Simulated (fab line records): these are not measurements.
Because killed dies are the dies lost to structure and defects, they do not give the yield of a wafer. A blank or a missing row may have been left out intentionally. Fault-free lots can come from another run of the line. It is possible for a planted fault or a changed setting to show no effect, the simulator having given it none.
Split-lot study / flow n5-finfet / route with 1938 steps; 7 lots, 21 wafers read

== ON THE SPLIT ==
At N5_BEOL_M1_ETCH_74 (etches underlayer in N2/H2, target depth 6.5 nm, time 5.2 s), the setting bias-w was moved away from the recipe's 150 W on 9 of the 21 wafers read, by -8.0% to +13.5%. For the rest of the wafers, this setting stayed at what the recipe calls for.

Reading taken at the split's own step.

== THE READING ==
rf-vpp-V, in V, at N5_BEOL_M1_ETCH_74 (etches underlayer in N2/H2, target depth 6.5 nm, time 5.2 s). A value of 524.5 V with a standard deviation of 2.7 V is what fault-free wafers of this fab line usually give.

wafer=L077.1; tool, chamber at the split=rie-diel-03, 3; bias-w as run, W=139.9; against the recipe=-6.7%; rf-vpp-V, V=503.9; against lot-mates on the recipe=-21.8
wafer=L077.2; tool, chamber at the split=rie-diel-03, 2; bias-w as run, W=150; against the recipe=recipe; rf-vpp-V, V=524.2; against lot-mates on the recipe=-
wafer=L077.3; tool, chamber at the split=rie-diel-03, 0; bias-w as run, W=150; against the recipe=recipe; rf-vpp-V, V=527.2; against lot-mates on the recipe=-
wafer=L079.3; tool, chamber at the split=rie-diel-03, 0; bias-w as run, W=150; against the recipe=recipe; rf-vpp-V, V=527.6; against lot-mates on the recipe=-
wafer=L079.4; tool, chamber at the split=rie-diel-03, 3; bias-w as run, W=150; against the recipe=recipe; rf-vpp-V, V=524.4; against lot-mates on the recipe=-
wafer=L079.6; tool, chamber at the split=rie-diel-03, 2; bias-w as run, W=150; against the recipe=recipe; rf-vpp-V, V=526.6; against lot-mates on the recipe=-
wafer=L082.2; tool, chamber at the split=rie-diel-06, 3; bias-w as run, W=150; against the recipe=recipe; rf-vpp-V, V=521.0; against lot-mates on the recipe=-
wafer=L082.3; tool, chamber at the split=rie-diel-06, 2; bias-w as run, W=150; against the recipe=recipe; rf-vpp-V, V=521.8; against lot-mates on the recipe=-
wafer=L082.4; tool, chamber at the split=rie-diel-06, 0; bias-w as run, W=150; against the recipe=recipe; rf-vpp-V, V=526.7; against lot-mates on the recipe=-
wafer=L085.1; tool, chamber at the split=rie-diel-06, 3; bias-w as run, W=170.2; against the recipe=+13.5%; rf-vpp-V, V=563.6; against lot-mates on the recipe=+35.8
wafer=L085.4; tool, chamber at the split=rie-diel-06, 1; bias-w as run, W=150; against the recipe=recipe; rf-vpp-V, V=527.8; against lot-mates on the recipe=-
wafer=L085.5; tool, chamber at the split=rie-diel-06, 1; bias-w as run, W=170.2; against the recipe=+13.5%; rf-vpp-V, V=570.3; against lot-mates on the recipe=+42.5
wafer=L084.1; tool, chamber at the split=rie-diel-05, 1; bias-w as run, W=138; against the recipe=-8.0%; rf-vpp-V, V=499.3; against lot-mates on the recipe=-24.5
wafer=L084.4; tool, chamber at the split=rie-diel-05, 0; bias-w as run, W=138; against the recipe=-8.0%; rf-vpp-V, V=499.6; against lot-mates on the recipe=-24.2
wafer=L084.5; tool, chamber at the split=rie-diel-05, 3; bias-w as run, W=150; against the recipe=recipe; rf-vpp-V, V=523.8; against lot-mates on the recipe=-
wafer=L087.2; tool, chamber at the split=rie-diel-06, 0; bias-w as run, W=150; against the recipe=recipe; rf-vpp-V, V=527.5; against lot-mates on the recipe=-
wafer=L087.3; tool, chamber at the split=rie-diel-06, 2; bias-w as run, W=161.9; against the recipe=+7.9%; rf-vpp-V, V=546.0; against lot-mates on the recipe=+18.5
wafer=L087.4; tool, chamber at the split=rie-diel-06, 3; bias-w as run, W=161.9; against the recipe=+7.9%; rf-vpp-V, V=544.8; against lot-mates on the recipe=+17.3
wafer=L097.3; tool, chamber at the split=rie-diel-06, 1; bias-w as run, W=142.1; against the recipe=-5.3%; rf-vpp-V, V=506.6; against lot-mates on the recipe=-19.7
wafer=L097.5; tool, chamber at the split=rie-diel-06, 1; bias-w as run, W=150; against the recipe=recipe; rf-vpp-V, V=526.3; against lot-mates on the recipe=-
wafer=L097.6; tool, chamber at the split=rie-diel-06, 2; bias-w as run, W=142.1; against the recipe=-5.3%; rf-vpp-V, V=503.7; against lot-mates on the recipe=-22.6

FIT RESULTS
A straight line over all 21 wafers: rf-vpp-V changes by +3.09 V for each +1% of bias-w; r = +0.99; the points scatter about the line by 2.7 V.
The same after taking each lot's own level away (the mean of its wafers on the recipe; 21 wafers): +2.94 V for each +1%; r = +0.99; scatter 2.8 V.
Per that fit: largest bias-w move, reading shift of 40 V.
The span of the lots' own levels, 523.17 to 527.80 V, comes to 1.7 times the standard deviation stated above.
The two slopes agree, so the slope changes little with the lot-to-lot level.
Check: with one of the wafers moved furthest among these (+13.5%) left out of the fit, the line predicts +39.3 V for it against its lot-mates. It came out at +35.8 V against them.
Tool readings at the split's step, against how far the setting was moved: rf-vpp-V r = +0.99.

== THE OTHER SPLITS THESE WAFERS WENT THROUGH ==
Before the reading, these wafers also passed through other splits. Each is held against what the fit with the lots' levels taken away leaves over:
other split on the same wafers=N5_BEOL_M0_CUTY_COAT_50 spin-rpm; wafers away from the commonest value=4; r with rf-vpp-V (lot level and that fit taken away)=+0.17

== FILE'S OWN FIT ==
rf-vpp-V changes by +2.95 V for each +1% of bias-w, r = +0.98.
